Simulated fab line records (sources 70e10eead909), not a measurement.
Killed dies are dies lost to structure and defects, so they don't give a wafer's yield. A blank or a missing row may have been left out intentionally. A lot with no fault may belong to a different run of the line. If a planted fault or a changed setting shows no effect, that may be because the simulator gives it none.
Chamber matching -- flow nand_harc -- 4 sister chambers for NHARC_A_CHANNEL_HOLE_D1_DESCUM_15 on rie_diel-03
The step chemistry O2, time 3 s. 8 wafers are shown with their chamber, then 12 later ones without.

WAFERS, EACH WITH ITS CHAMBER
wafer,chamber,showerhead_plenum_p_Torr (Torr),drypump_motor_current_A (A)
L511.5,0,1.96,5.5
L513.3,1,1.86,6.1
L513.6,3,1.98,5.7
L514.1,0,1.96,5.5
L514.4,2,1.83,6.4
L515.1,3,1.97,5.7
L515.2,1,1.86,6.1
L515.3,2,1.83,6.3

WAFERS WITHOUT THEIR CHAMBER
wafer,showerhead_plenum_p_Torr (Torr),drypump_motor_current_A (A)
L516.4,1.97,5.7
L516.5,1.86,6.1
L516.6,1.83,6.4
L517.3,1.95,5.4
L517.5,1.83,6.4
L517.6,1.86,6.1
L518.1,1.86,6.1
L518.2,1.97,5.7
L518.6,1.97,5.7
L520.3,1.97,5.7
L520.4,1.95,5.4
L520.5,1.83,6.4

EACH ONE'S CHAMBER
wafer,from the rows above,in truth
L516.4,3,3
L516.5,1,1
L516.6,2,2
L517.3,0,0
L517.5,2,2
L517.6,1,1
L518.1,1,1
L518.2,3,3
L518.6,3,3
L520.3,3,3
L520.4,0,0
L520.5,2,2
Correct placement for 12 of the 12. From these rows, 0 cannot be placed. 0 placed wrongly.
How it was worked out, from the rows above alone: a wafer's distance from a chamber is the root of the sum, over the readings, of the square of ((its reading less the chamber's mean) divided by the reading's scatter). If the next closest chamber is less than 2 further off than the closest, the wafer can't be placed; otherwise it belongs to the closest. The mean given for a chamber averages the wafers shown for that chamber. How the scatter is found: for the shown wafers, subtract from each reading the mean of its chamber, square and add these, divide the total by (wafers less chambers), then take the root.
